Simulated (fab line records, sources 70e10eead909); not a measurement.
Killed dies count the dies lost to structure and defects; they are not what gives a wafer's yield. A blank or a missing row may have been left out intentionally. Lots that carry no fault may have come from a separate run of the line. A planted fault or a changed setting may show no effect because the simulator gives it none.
Matching of chambers / flow nand-harc / NHARC_A_STAIRCASE_DESCUM_443 on rie-diel-01: 4 sister chambers
The step chemistry O2, time 3 s. 4 wafers are shown with their chamber, then 9 later ones without.

EACH WAFER AND ITS CHAMBER
wafer=L091.6; chamber=2; showerhead-plenum-p-Torr (Torr)=1.85
wafer=L091.1; chamber=3; showerhead-plenum-p-Torr (Torr)=1.92
wafer=L091.3; chamber=1; showerhead-plenum-p-Torr (Torr)=1.94
wafer=L091.4; chamber=0; showerhead-plenum-p-Torr (Torr)=2.02

WAFERS WHOSE CHAMBER IS MISSING
wafer=L094.1; showerhead-plenum-p-Torr (Torr)=1.94
wafer=L094.5; showerhead-plenum-p-Torr (Torr)=2.01
wafer=L094.6; showerhead-plenum-p-Torr (Torr)=1.94
wafer=L096.3; showerhead-plenum-p-Torr (Torr)=1.85
wafer=L096.4; showerhead-plenum-p-Torr (Torr)=1.85
wafer=L096.6; showerhead-plenum-p-Torr (Torr)=1.94
wafer=L096.1; showerhead-plenum-p-Torr (Torr)=1.92
wafer=L096.2; showerhead-plenum-p-Torr (Torr)=1.94
wafer=L096.5; showerhead-plenum-p-Torr (Torr)=1.92

THE CHAMBER EACH PASSED THROUGH
wafer=L094.1; from the rows above=1; in truth=1
wafer=L094.5; from the rows above=0; in truth=0
wafer=L094.6; from the rows above=1; in truth=1
wafer=L096.3; from the rows above=2; in truth=2
wafer=L096.4; from the rows above=2; in truth=2
wafer=L096.6; from the rows above=1; in truth=1
wafer=L096.1; from the rows above=3; in truth=3
wafer=L096.2; from the rows above=1; in truth=1
wafer=L096.5; from the rows above=3; in truth=3
Correctly placed: 9 of 9. Left unplaced by these rows: 0. 0 placed wrongly.
How it was worked out, from the rows above alone: a wafer's distance from a chamber is the root of the sum, over the readings, of the square of ((its reading less the chamber's mean) divided by the reading's scatter). If the next closest chamber is less than 2 further off than the closest, the wafer can't be placed; otherwise it belongs to the closest. A chamber's mean is the mean of its shown wafers. The scatter (one wafer shown for each chamber): square how far every hidden wafer sits from the nearest shown wafer, average those squares and take the square root.
